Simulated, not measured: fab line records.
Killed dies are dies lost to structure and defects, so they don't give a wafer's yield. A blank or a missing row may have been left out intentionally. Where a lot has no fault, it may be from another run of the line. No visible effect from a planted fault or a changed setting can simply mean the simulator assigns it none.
fab line records	flow nand_harc
record: lots: 15	wafers: 45	last_day: 24
route steps=1159 shown P_ZERO_WELL@46 P_GATE@138
lots that met no fault: from a run of the same line without faults
start_h: start of the lot's first displayed wafer, in hours after the record's first day	wait_h: time in hours since the lot's previous step	" same as the row above	L1.1+2: a row that stands for several wafers	- either no value or no given start	* or withheld: withheld	< > ~ a bound
route shown NAME@n: names a module that has steps shown in the file, with the first one's number in the route	usual: mean/standard deviation of fault-free wafers	same: alike in all rows	chamber/n: place in a boat	sites: readings site by site	_std_site: their standard deviation	_edge_site: inner sites' mean taken away from outer sites' mean	radius_mm: how far each site lies from the wafer's centre	mask NAME#n: copy n	behind: the last tool/chamber to shape the wafer	hold: why the lot was held/for how many hours/how that ended	device: the n, p or np transistor that did not switch	end of line: the route-end tests of the same wafers	a step without rows: its recipe alone	killed: not the wafer's yield, but the dies lost to structure and defects at the first sort	map: dies across one wafer; x = killed, . = not, _ = none there
set.NAME: the setting that was run; set.NAME@STEP: the one run at that earlier step	model.NAME: the simulator's own value behind a step, which no gauge read
one table for each step of the route and one row for each wafer, over a sample of lots
services: when a tool's chamber went out of use (start_h, in hours from the record's first day, below 0 if earlier), for how many hours, and the reason
== steps ==
step: NHARC_P_ZERO_WELL_DESCUM_39
recipe: time_s: 3	o2_flow_sccm: 200	ar_flow_sccm: 0	bias_power_w: 0	chemistry: O2
usual: drypump_motor_current_A: 5.9/0.53	oes_product_au: 0.998/0.0097	rf_vpp_V: 57.9/0.94	showerhead_plenum_p_Torr: 1.90/0.084	throttle_valve_pct: 11.313/0.0095
lot.wafer	tool	chamber	start_h	wait_h	drypump_motor_current_A	oes_product_au	rf_hours_counter_h	rf_vpp_V	showerhead_plenum_p_Torr	throttle_valve_pct
L451.1	rie_diel-13	0	16.17	-	6.6	1.004	7	59.9	1.80	11.313
L451.5	"	3	"	"	5.0	0.994	-	58.9	1.86	11.325
L451.6	"	0	"	"	6.6	1.004	-	57.5	1.80	11.323
L452.2	rie_diel-04	1	22.20	-	5.3	0.987	7	58.1	1.95	11.323
L452.1	"	3	"	"	6.0	1.001	6	57.4	1.93	11.301
L452.4	"	1	"	"	5.3	0.996	-	57.3	1.95	11.318
L453.3	rie_diel-04	0	28.23	-	5.8	0.980	8	59.0	1.91	11.307
L453.4	"	3	"	"	6.0	1.004	-	57.2	1.93	11.314
L453.5	"	1	"	"	5.3	0.992	-	59.3	1.95	11.299
L455.2	rie_diel-12	0	40.45	-	5.7	0.987	1	56.9	1.83	11.308
L455.4	"	1	"	"	5.8	0.984	1	58.2	1.79	11.312
L455.5	"	3	"	"	6.1	1.003	-	58.7	2.05	11.311
L456.1	rie_diel-13	0	46.36	-	6.7	1.005	8	57.2	1.80	11.316
L456.4	"	1	"	"	6.0	1.009	9	58.9	1.94	11.315
L456.5	"	3	"	"	5.0	1.004	-	57.8	1.86	11.296
L460.2	rie_diel-13	2	70.28	-	5.9	0.988	10	58.1	1.79	11.309
L460.1	"	0	"	"	6.7	1.011	10	58.4	1.80	11.305
L460.5	"	2	"	"	5.9	0.998	-	58.5	1.79	11.314
L461.1	rie_diel-12	0	76.38	-	5.7	0.990	4	58.1	1.83	11.328
L461.2	"	2	"	"	6.6	1.002	3	57.6	2.01	11.313
L461.5	"	3	"	"	6.1	0.987	-	59.8	2.05	11.307
L462.3	rie_diel-04	3	82.59	-	6.0	0.999	13	57.4	1.92	11.296
L462.1	"	0	"	"	5.8	0.978	13	57.4	1.91	11.295
L462.4	"	1	"	"	5.4	1.014	-	60.4	1.95	11.343
L463.2	rie_diel-13	2	93.54	-	5.9	0.999	12	58.2	1.79	11.314
L463.4	"	3	"	"	5.0	0.998	12	59.3	1.86	11.323
L463.3	"	0	"	"	6.7	1.017	11	57.0	1.80	11.317
L464.3	rie_diel-13	0	94.31	-	6.7	1.006	11	58.7	1.80	11.320
L464.1	"	2	"	"	6.0	0.993	12	57.3	1.79	11.325
L464.2	"	3	"	"	5.0	1.001	12	57.5	1.86	11.297
L466.2	rie_diel-12	2	106.30	-	6.6	0.997	4	59.5	2.01	11.304
L466.4	"	2	"	"	6.6	0.996	-	55.7	2.01	11.312
L466.5	"	3	"	"	6.2	1.001	-	60.0	2.05	11.317
L467.3	rie_diel-12	1	112.27	-	5.8	0.999	6	59.2	1.78	11.304
L467.2	"	3	"	"	6.1	1.000	5	58.0	2.05	11.324
L467.6	"	3	"	"	6.1	1.000	-	58.8	2.05	11.311
L472.1	rie_diel-04	0	142.46	-	5.8	0.981	1	57.1	1.91	11.310
L472.4	"	2	"	"	4.8	1.001	1	56.7	1.86	11.323
L472.6	"	0	"	"	5.8	0.982	-	57.5	1.91	11.298
L473.1	rie_diel-12	3	148.45	-	6.1	1.011	8	57.5	2.05	11.325
L473.4	"	0	"	"	5.6	0.994	6	57.6	1.83	11.326
L473.6	"	2	"	"	6.7	1.008	-	58.7	2.01	11.302
L474.1	rie_diel-04	3	154.27	-	6.0	0.999	2	58.8	1.92	11.315
L474.4	"	2	"	"	4.8	0.993	2	58.0	1.86	11.319
L474.6	"	3	"	"	6.0	0.999	-	57.1	1.92	11.309
step: NHARC_P_ZERO_WELL_RTA_42
recipe: temp_c: 1100	time_s: 300
usual: lamp_power_pct: 41.3/2.3	lamp_zone_3_pct: 41.3/2.3	wafer_temp_C_max: 1106.2/1.7
lot.wafer	tool	chamber	start_h	wait_h	lamp_power_pct	lamp_zone_3_pct	wafer_temp_C_max
L451.1	rtp_anneal-01	0	18.79	-	39.3	39.2	1106.1
L451.5	"	0	"	"	39.3	39.4	1108.0
L451.6	"	0	"	"	39.3	39.3	1109.1
L452.1	rtp_anneal-02	0	24.86	-	44.0	44.1	1104.8
L452.2	"	0	"	"	44.0	44.0	1105.8
L452.4	"	0	"	"	44.0	44.0	1105.0
L453.3	rtp_anneal-01	0	31.13	-	39.4	39.4	1108.6
L453.4	"	0	"	"	39.4	39.4	1107.5
L453.5	"	0	"	"	39.5	39.4	1107.4
L455.2	rtp_anneal-01	0	43.17	-	39.5	39.4	1108.3
L455.4	"	0	"	"	39.4	39.4	1107.5
L455.5	"	0	"	"	39.5	39.5	1106.4
L456.1	rtp_anneal-01	0	48.85	-	39.5	39.5	1108.9
L456.4	"	0	"	"	39.5	39.5	1106.9
L456.5	"	0	"	"	39.4	39.4	1107.1
L460.1	rtp_anneal-01	0	73.34	-	39.4	39.4	1105.6
L460.2	"	0	"	"	39.5	39.5	1108.0
L460.5	"	0	"	"	39.5	39.4	1108.4
L461.1	rtp_anneal-02	0	79.07	-	44.1	44.0	1103.7
L461.2	"	0	"	"	44.0	44.0	1103.6
L461.5	"	0	"	"	44.0	44.1	1106.1
L462.1	rtp_anneal-01	0	85.26	-	39.3	39.4	1107.5
L462.3	"	0	"	"	39.4	39.4	1105.0
L462.4	"	0	"	"	39.4	39.4	1106.1
L463.2	rtp_anneal-01	0	96.33	-	39.3	39.3	1106.8
L463.3	"	0	"	"	39.4	39.4	1106.7
L463.4	"	0	"	"	39.3	39.4	1106.4
L464.1	rtp_anneal-02	0	97.04	-	44.0	44.0	1104.8
L464.2	"	0	"	"	44.0	44.0	1105.3
L464.3	"	0	"	"	44.1	44.0	1103.8
L466.2	rtp_anneal-01	0	109.03	-	39.4	39.4	1105.5
L466.4	"	0	"	"	39.4	39.4	1106.7
L466.5	"	0	"	"	39.4	39.4	1107.8
L467.2	rtp_anneal-01	0	115.03	-	39.5	39.5	1108.5
L467.3	"	0	"	"	39.5	39.5	1107.3
L467.6	"	0	"	"	39.4	39.5	1106.4
L472.1	rtp_anneal-02	0	145.06	-	44.1	44.0	1105.2
L472.4	"	0	"	"	44.1	44.1	1105.2
L472.6	"	0	"	"	44.0	44.0	1104.0
L473.1	rtp_anneal-01	0	150.93	-	39.4	39.4	1110.5
L473.4	"	0	"	"	39.4	39.4	1107.7
L473.6	"	0	"	"	39.4	39.4	1109.2
L474.1	rtp_anneal-02	0	156.89	-	44.0	44.1	1104.5
L474.4	"	0	"	"	43.9	44.0	1104.1
L474.6	"	0	"	"	44.0	43.9	1104.3
step: NHARC_P_ZERO_WELL_INSPECT_43
usual: raw_defect_count: 13/5.5
lot.wafer	tool	chamber	start_h	wait_h	raw_defect_count
L451.1	defect_inspect-01	-	19.45	0.6	11
L451.5	"	-	"	"	7
L451.6	"	-	"	"	5
L452.1	defect_inspect-01	-	25.54	0.6	12
L452.2	"	-	"	"	12
L452.4	"	-	"	"	7
L453.3	defect_inspect-02	-	31.59	0.4	11
L453.4	"	-	"	"	15
L453.5	"	-	"	"	15
L455.2	defect_inspect-02	-	43.74	0.5	11
L455.4	"	-	"	"	14
L455.5	"	-	"	"	18
L456.1	defect_inspect-01	-	49.53	0.6	26
L456.4	"	-	"	"	21
L456.5	"	-	"	"	5
L460.1	defect_inspect-02	-	74.03	0.6	7
L460.2	"	-	"	"	8
L460.5	"	-	"	"	13
L461.1	defect_inspect-02	-	79.75	0.6	13
L461.2	"	-	"	"	8
L461.5	"	-	"	"	4
L462.1	defect_inspect-01	-	85.93	0.6	10
L462.3	"	-	"	"	24
L462.4	"	-	"	"	9
L463.2	defect_inspect-01	-	96.89	0.5	10
L463.3	"	-	"	"	14
L463.4	"	-	"	"	25
L464.1	defect_inspect-01	-	97.75	0.6	12
L464.2	"	-	"	"	9
L464.3	"	-	"	"	13
L466.2	defect_inspect-01	-	109.60	0.5	23
L466.4	"	-	"	"	9
L466.5	"	-	"	"	25
L467.2	defect_inspect-01	-	115.60	0.5	12
L467.3	"	-	"	"	15
L467.6	"	-	"	"	15
L472.1	defect_inspect-02	-	145.75	0.6	17
L472.4	"	-	"	"	7
L472.6	"	-	"	"	10
L473.1	defect_inspect-02	-	151.61	0.6	3
L473.4	"	-	"	"	11
L473.6	"	-	"	"	9
L474.1	defect_inspect-02	-	157.58	0.6	8
L474.4	"	-	"	"	12
L474.6	"	-	"	"	9
step: NHARC_P_GATE_EXPOSE_23
recipe: na: 1.35	target_cd_nm: 120	dose_mj: 93.91	mask_id: P_GATE
usual: exposure_dose_mJ_cm2: 93.88/0.11	focus_offset_nm: 0.0/0.59	reticle_temp_C: 23.00/0.1
lot.wafer	tool	chamber	start_h	wait_h	mask	exposure_dose_mJ_cm2	focus_offset_nm	reticle_temp_C
L452.1	arfi_scanner-03	0	94.25	-	P_GATE#0	93.80	-0.3	22.96
L452.2	"	0	"	"	P_GATE#0	93.97	-0.1	23.02
L452.4	"	0	"	"	P_GATE#0	93.75	0.6	23.21
L451.1	arfi_scanner-02	0	95.20	-	P_GATE#0	93.82	0.4	22.93
L451.5	"	0	"	"	P_GATE#0	93.92	-0.4	22.93
L451.6	"	0	"	"	P_GATE#0	93.88	0.8	22.97
L453.3	arfi_scanner-01	0	95.70	-	P_GATE#0	93.95	-0.2	22.89
L453.4	"	0	"	"	P_GATE#0	93.74	-0.1	23.05
L453.5	"	0	"	"	P_GATE#0	93.99	-0.3	22.99
L455.2	arfi_scanner-03	0	109.40	-	P_GATE#0	94.11	1.1	22.76
L455.4	"	0	"	"	P_GATE#0	94.23	0.3	22.93
L455.5	"	0	"	"	P_GATE#0	93.94	0.2	22.87
L456.1	arfi_scanner-03	0	116.12	-	P_GATE#0	93.86	-0.7	22.93
L456.4	"	0	"	"	P_GATE#0	93.84	-0.4	23.07
L456.5	"	0	"	"	P_GATE#0	93.77	0.0	23.07
L460.1	arfi_scanner-01	0	141.00	-	P_GATE#0	94.02	0.5	23.14
L460.2	"	0	"	"	P_GATE#0	93.91	1.0	23.08
L460.5	"	0	"	"	P_GATE#0	93.89	0.4	23.01
L461.1	arfi_scanner-03	0	159.49	-	P_GATE#0	94.02	0.5	23.01
L461.2	"	0	"	"	P_GATE#0	94.02	0.3	23.04
L461.5	"	0	"	"	P_GATE#0	93.82	0.6	23.08
L463.2	arfi_scanner-03	0	164.48	-	P_GATE#0	93.77	-0.5	23.20
L463.3	"	0	"	"	P_GATE#0	93.76	0.5	23.04
L463.4	"	0	"	"	P_GATE#0	93.76	-0.2	23.09
L462.1	arfi_scanner-02	0	164.78	-	P_GATE#0	93.79	-0.4	22.94
L462.3	"	0	"	"	P_GATE#0	93.99	-0.2	23.04
L462.4	"	0	"	"	P_GATE#0	93.95	0.6	22.97
L464.1	arfi_scanner-01	-	165.25	-	P_GATE#0	-	-	-
L464.2	"	-	"	"	P_GATE#0	-	-	-
L464.3	"	-	"	"	P_GATE#0	-	-	-
L466.2	arfi_scanner-01	-	182.51	-	P_GATE#0	-	-	-
L466.4	"	-	"	"	P_GATE#0	-	-	-
L466.5	"	-	"	"	P_GATE#0	-	-	-
L467.2	arfi_scanner-02	-	183.18	-	P_GATE#0	-	-	-
L467.3	"	-	"	"	P_GATE#0	-	-	-
L467.6	"	-	"	"	P_GATE#0	-	-	-
L472.1	arfi_scanner-02	0	210.85	-	P_GATE#0	93.92	-0.2	23.01
L472.4	"	0	"	"	P_GATE#0	94.02	0.0	23.18
L472.6	"	0	"	"	P_GATE#0	94.01	-0.1	23.08
L473.1	arfi_scanner-03	0	226.52	-	P_GATE#0	93.91	-0.5	22.90
L473.4	"	0	"	"	P_GATE#0	93.85	-0.7	22.95
L473.6	"	0	"	"	P_GATE#0	93.82	-0.6	22.97
L474.1	arfi_scanner-02	0	227.10	-	P_GATE#0	93.83	0.1	22.73
L474.4	"	0	"	"	P_GATE#0	93.76	0.7	23.03
L474.6	"	0	"	"	P_GATE#0	93.85	-0.1	23.06
== services ==
tool	chamber	start_h	hours	kind
rie_diel-04	0	-7.10	-	clean
rie_diel-04	1	-7.10	-	clean
arfi_scanner-03	0	15.83	-	calibration
rie_diel-13	2	21.04	15.2	repair
arfi_scanner-01	-	24.00	4.0	pm
rie_diel-12	-	25.40	9.0	pm
arfi_scanner-02	-	41.19	1.3	repair
rie_diel-04	-	43.10	0.7	repair
arfi_scanner-02	-	74.72	0.9	repair
rie_diel-12	-	83.67	0.4	repair
arfi_scanner-02	-	84.00	4.0	pm
rie_diel-12	0	98.29	29.2	repair
rie_diel-13	-	99.00	9.0	pm
rie_diel-12	1	103.57	3.7	repair
arfi_scanner-02	-	103.62	56.0	repair
rie_diel-04	-	111.90	9.0	pm
arfi_scanner-03	-	142.09	4.0	pm
arfi_scanner-03	-	168.27	1.1	repair
arfi_scanner-01	-	171.48	1.6	repair
arfi_scanner-01	-	173.90	0.5	repair
arfi_scanner-03	0	189.01	-	calibration
arfi_scanner-01	-	196.00	4.0	pm
arfi_scanner-03	-	201.06	2.1	repair
rie_diel-12	-	202.40	9.0	pm
== key ==
first_sign: step: NHARC_P_GATE_EXPOSE_23	reading: tool_record	direction: missing
effect none on later readings
met_at NHARC_P_GATE_EXPOSE_23
struck_lots L464,L466,L467
later_rows_left_out L464.1,L464.2,L464.3,L466.2,L466.4,L466.5,L467.2,L467.3,L467.6
sort_left_out L464.1,L464.2,L464.3,L466.2,L466.4,L466.5,L467.2,L467.3,L467.6
tester_left_out L464,L466,L467
not_acting_at NHARC_P_ZERO_WELL_DESCUM_39,NHARC_P_ZERO_WELL_RTA_42,NHARC_P_ZERO_WELL_INSPECT_43
onset_between 164.78 165.25
fault: kind: skipped_step_whole	tool: arfi_scanner-01,arfi_scanner-02	chamber: -	onset_h: 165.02	steps: NHARC_P_GATE_EXPOSE_23	scope: struck_lots_only
tester_left_out: of these lots the tester's yield and bins aren't shown, on N5 and GAA mostly nor the transistor test; their killed dies are dies lost to structure and defects alone, not to doping, threshold or leakage, so they don't give the yield
sort_left_out: the simulated sort isn't trusted on such a fault, so these wafers' sort isn't shown, and their yield isn't known
later_rows_left_out: the simulator's readings of these wafers behind a module that went badly wrong aren't trusted and aren't shown, but for the sort
